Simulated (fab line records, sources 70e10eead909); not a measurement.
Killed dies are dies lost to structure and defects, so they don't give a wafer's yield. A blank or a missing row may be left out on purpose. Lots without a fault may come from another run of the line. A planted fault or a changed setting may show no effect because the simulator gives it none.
Which tool did it? | flow nand_harc | 12 lots, 36 wafers sampled, at 5 steps of a route of 1302

WHAT THE GAUGES READ, wafer by wafer
NHARC_A_BLC_CD_MEAS_10: target cd 100 nm. Usual: cd_nm 100.1 nm, standard deviation 0.73.
lot  | measured     | on        | cd_nm (nm)        | flag
L672 | day 22 18:07 | cd_sem-02 | 100.2 99.3 99.4   |
L674 | day 23 03:37 | cd_sem-02 | 100.1 99.2 99.4   |
L673 | day 23 09:29 | cd_sem-03 | 99.1 99.8 100.4   |
L675 | day 23 11:41 | cd_sem-02 | 101.2 100.3 100.8 |
L680 | day 25 19:56 | cd_sem-01 | 101.0 99.7 100.2  |
L679 | day 25 23:44 | cd_sem-01 | 99.1 101.3 100.0  |
L681 | day 27 09:40 | cd_sem-02 | 100.6 99.9 100.3  |
L683 | day 27 14:10 | cd_sem-03 | 99.2 99.0 99.9    |
L687 | day 28 14:47 | cd_sem-03 | 100.8 99.0 98.9   |
L686 | day 28 20:58 | cd_sem-02 | 99.6 99.7 98.8    |
L688 | day 29 02:29 | cd_sem-02 | 101.0 100.9 100.3 |
L689 | day 30 08:32 | cd_sem-01 | 101.1 100.2 100.9 |

NHARC_END_SORT_01. Usual: killed_at_array 49, standard deviation 19; killed_at_other 0.9, standard deviation 1.1; killed_at_periphery 4.0, standard deviation 2.7; killed_dies 54, standard deviation 19; killed_open 3.3, standard deviation 1.8; killed_short 2.6, standard deviation 1.6.
lot  | measured     | on        | killed_at_array | killed_at_other | killed_at_periphery | killed_dies | killed_open | killed_short | flag
L679 | day 27 22:02 | prober-01 | 41 39 33        | 0 1 3           | 0 1 3               | 41 41 39    | 0 2 3       | 0 4 7        |
L687 | day 30 20:20 | prober-01 | 40 44 33        | 0 2 0           | 8 2 6               | 48 48 39    | 3 4 4       | 2 2 4        |
L686 | day 31 02:34 | prober-02 | 26 25 30        | 0 0 1           | 4 1 4               | 30 26 35    | 2 2 5       | 6 3 5        |

WHICH TOOL RAN EACH LOT (tool, then ch and the chambers of the sampled wafers, then the start)
lot  | NHARC_A_BLC_ETCH_17                | NHARC_A_BLC_STRIP_21               | NHARC_A_BLC_CVD_24
L672 | rie_diel-10 ch 0,1, day 22 18:29   | rie_diel-01 ch 1,2, day 22 19:28   | cvd_w-02 ch 0,1, no start
L674 | rie_diel-01 ch 0,1,3, day 23 03:59 | rie_diel-10 ch 0,1,2, day 23 04:57 | cvd_w-02 ch 0,1, no start
L673 | rie_diel-10 ch 1,2, day 23 09:50   | rie_diel-01 ch 0,1,3, day 23 10:49 | cvd_w-01 ch 0,1, no start
L675 | rie_diel-10 ch 2,3, day 23 12:03   | rie_diel-10 ch 0,1,2, day 23 13:02 | cvd_w-02 ch 0,1, no start
L680 | rie_diel-01 ch 0,1,3, day 25 20:19 | rie_diel-01 ch 0,1,2, day 25 21:19 | cvd_w-02 ch 0,1, no start
L679 | rie_diel-01 ch 1,2,3, day 26 00:05 | rie_diel-01 ch 0,2, day 26 01:04   | cvd_w-01 ch 0,1, day 27 22:02 or earlier
L681 | rie_diel-01 ch 0,2,3, day 27 10:02 | rie_diel-13 ch 0,1,2, day 27 11:01 | cvd_w-01 ch 0,1, no start
L683 | rie_diel-10 ch 0,1, day 27 14:31   | rie_diel-10 ch 1,2, day 27 15:29   | cvd_w-01 ch 0,1, no start
L687 | rie_diel-10 ch 1,2, day 28 15:08   | rie_diel-10 ch 2,3, day 28 16:07   | cvd_w-02 ch 0,1, day 30 20:20 or earlier
L686 | rie_diel-10 ch 0,1,3, day 28 21:23 | rie_diel-01 ch 0,1,2, day 28 22:19 | cvd_w-01 ch 0,1, day 31 02:34 or earlier
L688 | rie_diel-01 ch 0,2,3, day 29 02:54 | rie_diel-10 ch 0,2,3, day 29 03:50 | cvd_w-02 ch 0,1, no start
L689 | rie_diel-10 ch 0,2,3, day 30 08:54 | rie_diel-01 ch 0,1,3, day 30 09:52 | cvd_w-01 ch 0,1, no start
- NHARC_A_BLC_ETCH_17: etches the open film in N2/H2, target depth 390 nm, time 609.38 s.
- NHARC_A_BLC_STRIP_21: strips in O2.
- NHARC_A_BLC_CVD_24: deposits W, target thk 150 nm, time 434 s.

WHAT THE TOOLS THEMSELVES READ (means of the sampled wafers that have a number; where no wafer has one, the mark that the record gives instead)
NHARC_A_BLC_ETCH_17. Usual: drypump_motor_current_A 5.8 A, standard deviation 0.5; oes_product_au 0.998 a.u., standard deviation 0.011; rf_fwd_power_W 399.4 W, standard deviation 1.2; rf_vpp_V 430.8 V, standard deviation 2.6; run_length_s 630.7 s, standard deviation 0.37; showerhead_plenum_p_Torr 2.05 Torr, standard deviation 0.092; throttle_valve_pct 14.171 %, standard deviation 0.0084.
lot  | tool        | drypump_motor_current_A (A) | oes_product_au (a.u.) | rf_fwd_power_W (W) | rf_vpp_V (V) | run_length_s (s) | showerhead_plenum_p_Torr (Torr) | throttle_valve_pct (%) | flag
L672 | rie_diel-10 | 6.1                         | 1.003                 | 397.8              | 429.9        | 630.8            | 2.03                            | 14.176                 |
L674 | rie_diel-01 | 5.8                         | 1.002                 | 399.4              | 430.3        | 630.7            | 2.02                            | 14.164                 |
L673 | rie_diel-10 | 6.1                         | 0.990                 | 400.5              | 431.5        | 630.4            | 2.04                            | 14.172                 |
L675 | rie_diel-10 | 5.7                         | 0.991                 | 400.2              | 433.4        | 630.8            | 2.14                            | 14.172                 |
L680 | rie_diel-01 | 5.8                         | 1.004                 | 399.1              | 430.0        | 630.6            | 2.01                            | 14.177                 |
L679 | rie_diel-01 | 5.7                         | 0.992                 | 399.4              | 428.8        | 630.5            | 1.98                            | 14.170                 |
L681 | rie_diel-01 | 5.4                         | 0.998                 | 400.4              | 430.2        | 630.7            | 2.01                            | 14.167                 |
L683 | rie_diel-10 | 6.1                         | 1.001                 | 399.5              | 429.5        | 631.1            | 2.03                            | 14.161                 |
L687 | rie_diel-10 | 6.3                         | 0.986                 | 397.7              | 429.5        | 630.9            | 2.01                            | 14.165                 |
L686 | rie_diel-10 | 5.8                         | 1.001                 | 399.4              | 431.8        | 641.2            | 2.09                            | 14.171                 | OFF
L688 | rie_diel-01 | 5.4                         | 1.002                 | 399.7              | 429.4        | 630.5            | 2.01                            | 14.172                 |
L689 | rie_diel-10 | 5.6                         | 1.001                 | 397.8              | 433.1        | 641.0            | 2.13                            | 14.170                 | OFF

NHARC_A_BLC_STRIP_21. Usual: drypump_motor_current_A 5.8 A, standard deviation 0.48; oes_product_au 0.998 a.u., standard deviation 0.011; rf_vpp_V 57.8 V, standard deviation 0.8; showerhead_plenum_p_Torr 3.52 Torr, standard deviation 0.15; throttle_valve_pct 17.037 %, standard deviation 0.009.
lot  | tool        | drypump_motor_current_A (A) | oes_product_au (a.u.) | rf_vpp_V (V) | showerhead_plenum_p_Torr (Torr) | throttle_valve_pct (%) | flag
L672 | rie_diel-01 | 6.1                         | 0.997                 | 57.7         | 3.35                            | 17.040                 |
L674 | rie_diel-10 | 5.9                         | 0.993                 | 57.8         | 3.57                            | 17.038                 |
L673 | rie_diel-01 | 5.8                         | 1.009                 | 58.6         | 3.49                            | 17.033                 |
L675 | rie_diel-10 | 5.9                         | 1.000                 | 58.0         | 3.57                            | 17.032                 |
L680 | rie_diel-01 | 5.8                         | 1.001                 | 57.3         | 3.40                            | 17.031                 |
L679 | rie_diel-01 | 5.3                         | 1.005                 | 57.5         | 3.40                            | 17.036                 |
L681 | rie_diel-13 | 6.0                         | 0.999                 | 57.8         | 3.57                            | 17.031                 |
L683 | rie_diel-10 | 6.3                         | 0.992                 | 57.9         | 3.48                            | 17.046                 |
L687 | rie_diel-10 | 5.8                         | 0.986                 | 57.9         | 3.63                            | 17.036                 |
L686 | rie_diel-01 | 5.7                         | 1.005                 | 57.4         | 3.39                            | 17.031                 |
L688 | rie_diel-10 | 5.6                         | 1.000                 | 57.7         | 3.67                            | 17.029                 |
L689 | rie_diel-01 | 5.8                         | 1.002                 | 58.2         | 3.48                            | 17.047                 |

NHARC_A_BLC_CVD_24. Usual: heater_power_w 488 W, standard deviation 18; mfc_h2_sccm 1600 sccm, standard deviation 4.7; throttle_valve_pct 7.95 %, standard deviation 0.24.
lot  | tool     | heater_power_w (W) | mfc_h2_sccm (sccm) | throttle_valve_pct (%) | flag
L672 | cvd_w-02 | 501                | 1607               | 7.91                   |
L674 | cvd_w-02 | 504                | 1596               | 7.89                   |
L673 | cvd_w-01 | 504                | 1596               | 7.91                   |
L675 | cvd_w-02 | 478                | 1600               | 7.78                   |
L680 | cvd_w-02 | 507                | 1599               | 7.78                   |
L679 | cvd_w-01 | 484                | 1600               | 7.94                   |
L681 | cvd_w-01 | 488                | 1598               | 8.12                   |
L683 | cvd_w-01 | 486                | 1601               | 8.00                   |
L687 | cvd_w-02 | 495                | 1595               | 8.00                   |
L686 | cvd_w-01 | 478                | 1604               | 7.83                   |
L688 | cvd_w-02 | 495                | 1599               | 8.00                   |
L689 | cvd_w-01 | 484                | 1595               | 8.07                   |

THE ANSWER, worked out from the rows above alone
Rule: a lot is off if the mean of its wafers that have a number lies more than 3 standard deviations from the usual mean. A lot without any number at a reading at which 4 lots or more have one is off too. The other lots that the step has rows for count as sound. The gauges are gone through in route order, then the tools' own readings, and for those a lot's mean is taken as printed above. The first step at which some lot is off is used, and at that step the reading that is off furthest; a lot without a number counts as furthest.
Off: L686, L689, at NHARC_A_BLC_ETCH_17 (run_length_s).
A tool fits if, at that step or a process step before it, it ran every lot that is off, and no sound lot after the first of them. One fits: rie_diel-10 at NHARC_A_BLC_ETCH_17. Its last sound lot is L687 (day 28 15:08), its first lot that is off L686 (day 28 21:23): a fault that began between those two fits.
The tool's own readings at NHARC_A_BLC_ETCH_17 bear it out: on the lots that are off they differ by more than 5 times the standard deviation of the sound lots' means. run_length_s reads 641.1 s there against 630.7 s on the sound lots.

WHAT THE SIMULATOR HAD PUT IN
Process parameter drift: rie_diel-10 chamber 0, from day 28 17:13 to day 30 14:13, at NHARC_A_BLC_ETCH_17. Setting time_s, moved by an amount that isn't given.
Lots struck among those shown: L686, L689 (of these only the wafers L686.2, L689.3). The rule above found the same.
